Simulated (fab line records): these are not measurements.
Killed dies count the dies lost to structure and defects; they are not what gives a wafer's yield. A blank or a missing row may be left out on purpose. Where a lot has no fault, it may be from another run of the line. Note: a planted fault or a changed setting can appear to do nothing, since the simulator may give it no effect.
Matching of chambers | flow nand-harc | 4 sister chambers for NHARC_A_BLC_DESCUM_15 on rie-diel-07
The step chemistry O2, time 3 s. 4 wafers are shown with their chamber, then 12 later ones without.

== WAFERS PAIRED WITH THEIR CHAMBERS ==
wafer  | chamber | drypump-motor-current-A (A)
L085.4 | 0       | 5.7
L089.6 | 1       | 6.4
L087.4 | 2       | 5.4
L087.6 | 3       | 5.3

== WAFERS WITH NO CHAMBER GIVEN ==
wafer  | drypump-motor-current-A (A)
L090.2 | 6.5
L090.3 | 5.3
L090.5 | 6.4
L093.4 | 5.4
L093.5 | 6.4
L093.6 | 5.7
L097.1 | 5.7
L097.2 | 5.3
L097.5 | 5.4
L096.2 | 5.4
L096.3 | 5.7
L096.5 | 5.4

== CHAMBER TAKEN BY EACH ==
wafer  | from the rows above | in truth
L090.2 | 1                   | 1
L090.3 | 3                   | 3
L090.5 | 1                   | 1
L093.4 | 2                   | 2
L093.5 | 1                   | 1
L093.6 | 0                   | 0
L097.1 | 0                   | 0
L097.2 | 3                   | 3
L097.5 | 2                   | 2
L096.2 | 2                   | 2
L096.3 | 0                   | 0
L096.5 | 2                   | 2
Correctly placed: 12 of 12. From these rows, 0 cannot be placed. Placed wrongly: 0.
How it was worked out, from the rows above alone: a wafer's distance from a chamber is the root of the sum, over the readings, of the square of ((its reading less the chamber's mean) divided by the reading's scatter). The wafer belongs to the nearest chamber; if the next one is less than 2 further off, it can't be placed. A chamber's mean is the mean of its shown wafers. The scatter: root of mean squared gap, hidden wafer to nearest shown wafer, with one shown wafer a chamber.
